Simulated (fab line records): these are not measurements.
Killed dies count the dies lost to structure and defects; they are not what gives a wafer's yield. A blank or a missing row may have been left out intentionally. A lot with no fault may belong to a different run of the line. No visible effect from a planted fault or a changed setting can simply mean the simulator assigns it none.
Matching of chambers | flow nand_harc | 3 sister chambers for NHARC_P_M1_DEP_33 on pecvd-04
The step deposits SiCN, target thk 30 nm. 6 wafers are shown with their chamber, then 8 later ones without.

== EACH WAFER AND ITS CHAMBER ==
wafer  | chamber | heater_power_w (W)
L075.2 | 1       | 549
L076.6 | 1       | 528
L083.2 | 2       | 627
L083.5 | 0       | 718
L083.6 | 2       | 630
L084.1 | 0       | 678

== WAFERS WHOSE CHAMBER IS MISSING ==
wafer  | heater_power_w (W)
L084.2 | 624
L084.4 | 695
L085.1 | 582
L085.3 | 685
L085.6 | 591
L095.4 | 635
L095.5 | 596
L095.6 | 583

== WHICH CHAMBER EACH ONE RAN IN ==
wafer  | from the rows above     | in truth
L084.2 | 2                       | 2
L084.4 | 0                       | 0
L085.1 | can't be placed: 1 or 2 | 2
L085.3 | 0                       | 0
L085.6 | can't be placed: 2 or 1 | 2
L095.4 | 2                       | 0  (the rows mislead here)
L095.5 | can't be placed: 2 or 1 | 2
L095.6 | can't be placed: 1 or 2 | 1
Correct placement for 3 of the 8. Unplaceable from these rows: 4, with the true chamber sitting among the candidates in 4. 1 placed wrongly.
How it was worked out, from the rows above alone: a wafer's distance from a chamber is the root of the sum, over the readings, of the square of ((its reading less the chamber's mean) divided by the reading's scatter). If the next closest chamber is less than 2 further off than the closest, the wafer can't be placed; otherwise it belongs to the closest. The mean given for a chamber averages the wafers shown for that chamber. The scatter: take each reading less its chamber's mean, square it, sum over the shown wafers, divide by the number of wafers less the number of chambers, and take the root.
